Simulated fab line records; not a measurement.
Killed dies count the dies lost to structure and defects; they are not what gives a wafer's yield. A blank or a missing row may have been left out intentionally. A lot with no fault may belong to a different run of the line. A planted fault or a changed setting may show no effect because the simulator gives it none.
Split-lot trial	flow n5-finfet	on a route of 1938 steps: 7 lots, 39 wafers read

== SPLIT DETAILS ==
At N5_BEOL_M10_ETCH_66 (etches SOC in N2/H2, target depth 120 nm, overetch 24 nm, time 180 s), the setting time-s was moved away from the recipe's 180 s on 15 of the 39 wafers read, by -15.1% to +48.2%. For the rest of the wafers, this setting stayed at what the recipe calls for.

The split's own step is where the reading is taken.

== THE READING ==
SiARC_of_BEOL_M10_COAT_64.thk-nm (the simulator's own value, which no gauge read), in nm, at N5_BEOL_M10_ETCH_66 (etches SOC in N2/H2, target depth 120 nm, overetch 24 nm, time 180 s). No usual value for it is given in the file. The 24 wafers here that ran the recipe average 22.7 nm, standard deviation 0.2 nm.

wafer	tool, chamber at the split	time-s as run, s	against the recipe	SiARC_of_BEOL_M10_COAT_64.thk-nm, nm	against lot-mates on the recipe
L077.1	rie-diel-05, 1	180	recipe	22.4	-
L077.6	rie-diel-05, 1	180	recipe	22.4	-
L077.2	rie-diel-05, 0,2,2	180	recipe	22.8	-
L077.3	rie-diel-05, 0,2,2	180	recipe	22.8	-
L077.5	rie-diel-05, 0,2,2	180	recipe	22.8	-
L077.4	rie-diel-05, 3	180	recipe	22.6	-
L082.1	rie-diel-03, 3	180	recipe	22.8	-
L082.2	rie-diel-03, 0	256.3	+42.4%	20	-2.8
L082.3	rie-diel-03, 2	256.3	+42.4%	19.8	-3.0
L082.4	rie-diel-03, 1	180	recipe	22.6	-
L082.5	rie-diel-03, 0	180	recipe	23	-
L082.6	rie-diel-03, 1	256.3	+42.4%	19.4	-3.4
L086.1	rie-diel-03, 3	238.9	+32.7%	20.6	-2.5
L086.2	rie-diel-03, 1	238.9	+32.7%	20.4	-2.7
L086.3	rie-diel-03, 2,3	180	recipe	23	-
L086.6	rie-diel-03, 2,3	180	recipe	23	-
L086.4	rie-diel-03, 0	180	recipe	23.2	-
L086.5	rie-diel-03, 0	238.9	+32.7%	20.8	-2.3
L089.1	rie-diel-06, 2,3	241.5	+34.2%	20.2	-2.6
L089.4	rie-diel-06, 2,3	241.5	+34.2%	20.2	-2.6
L089.2	rie-diel-06, 3,1,2	180	recipe	22.8	-
L089.5	rie-diel-06, 3,1,2	180	recipe	22.8	-
L089.6	rie-diel-06, 3,1,2	180	recipe	22.8	-
L089.3	rie-diel-06, 1	241.5	+34.2%	20.4	-2.4
L094.1	rie-diel-03, 2,0,2	180	recipe	22.8	-
L094.3	rie-diel-03, 2,0,2	180	recipe	22.8	-
L094.6	rie-diel-03, 2,0,2	180	recipe	22.8	-
L090.1	rie-diel-06, 3,1,1	180	recipe	22.6	-
L090.4	rie-diel-06, 3,1,1	180	recipe	22.6	-
L090.6	rie-diel-06, 3,1,1	180	recipe	22.6	-
L090.2	rie-diel-06, 0	152.9	-15.1%	23.8	+1.2
L090.3	rie-diel-06, 2	152.9	-15.1%	23.6	+1.0
L090.5	rie-diel-06, 2	152.9	-15.1%	23.4	+0.8
L095.1	rie-diel-03, 3	266.7	+48.2%	19.2	-3.3
L095.2	rie-diel-03, 0,2	180	recipe	22.6	-
L095.3	rie-diel-03, 0,2	180	recipe	22.6	-
L095.4	rie-diel-03, 1	266.7	+48.2%	19	-3.5
L095.5	rie-diel-03, 1	266.7	+48.2%	19	-3.5
L095.6	rie-diel-03, 2	180	recipe	22.4	-
Rows listing several chambers each stand for several wafers; the file does not say which wafer went through which chamber.

THE FIT
A straight line over all 39 wafers: SiARC_of_BEOL_M10_COAT_64.thk-nm changes by -0.0711 nm for each +1% of time-s; r = -0.99; the points scatter about the line by 0.22 nm.
The same after taking each lot's own level away (the mean of its wafers on the recipe; 39 wafers): -0.0725 nm for each +1%; r = -1.00; scatter 0.15 nm.
Per that fit: largest time-s move, reading shift of 3.5 nm.
From 22.53 to 23.07 nm: that is the span of the lots' own levels, equal to 2.7 times the standard deviation above.
Hence the lot-to-lot level has little effect on the slope; both slopes agree.
Check: with one of the wafers moved furthest among these (+48.2%) left out of the fit, the line predicts -3.53 nm for it against its lot-mates. It came out at -3.33 nm against them.

== THESE WAFERS: OTHER SPLITS ==
Other splits were also applied to these wafers ahead of the reading. Each is held against what the fit with the lots' levels taken away leaves over:
other split on the same wafers	wafers away from the commonest value	r with SiARC_of_BEOL_M10_COAT_64.thk-nm (lot level and that fit taken away)
N5_BEOL_M9_TRENCH_ETCH_37 target-depth-a	15	+0.14

== FILE'S OWN FIT ==
SiARC_of_BEOL_M10_COAT_64.thk-nm changes by -0.0728 nm for each +1% of time-s, r = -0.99.
